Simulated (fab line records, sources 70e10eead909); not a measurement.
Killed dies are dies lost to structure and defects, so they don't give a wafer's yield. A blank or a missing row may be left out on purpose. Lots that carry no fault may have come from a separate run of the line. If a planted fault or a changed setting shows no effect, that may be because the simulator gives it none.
Matching of chambers ; flow nand-harc ; pecvd-03 running NHARC_P_M2_PRE_CLEAN_32: 3 sister chambers
The step time 12 s. 3 wafers are shown with their chamber, then 8 later ones without.

== WAFERS, EACH WITH ITS CHAMBER ==
wafer;chamber;heater-power-w (W)
L085.1;1;638
L087.5;2;623
L089.3;0;491

== WAFERS MISSING THEIR CHAMBER ==
wafer;heater-power-w (W)
L089.5;676
L089.6;660
L090.1;730
L090.3;570
L090.5;577
L094.1;658
L094.3;673
L094.4;667

== WHICH CHAMBER EACH ONE RAN IN ==
wafer;from the rows above;in truth
L089.5;can't be placed: 1 or 2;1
L089.6;can't be placed: 1 or 2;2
L090.1;can't be placed: 1 or 2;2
L090.3;can't be placed: 2 or 1 or 0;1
L090.5;can't be placed: 2 or 1 or 0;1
L094.1;can't be placed: 1 or 2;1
L094.3;can't be placed: 1 or 2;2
L094.4;can't be placed: 1 or 2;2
Placed correctly: 0 of 8. From these rows, 8 cannot be placed; in 8 the true chamber is one of the candidates. Wrongly placed: 0.
How it was worked out, from the rows above alone: a wafer's distance from a chamber is the root of the sum, over the readings, of the square of ((its reading less the chamber's mean) divided by the reading's scatter). The wafer belongs to the nearest chamber; if the next one is less than 2 further off, it can't be placed. A chamber's mean is the mean of its shown wafers. The scatter (one wafer shown for each chamber): square how far every hidden wafer sits from the nearest shown wafer, average those squares and take the square root.
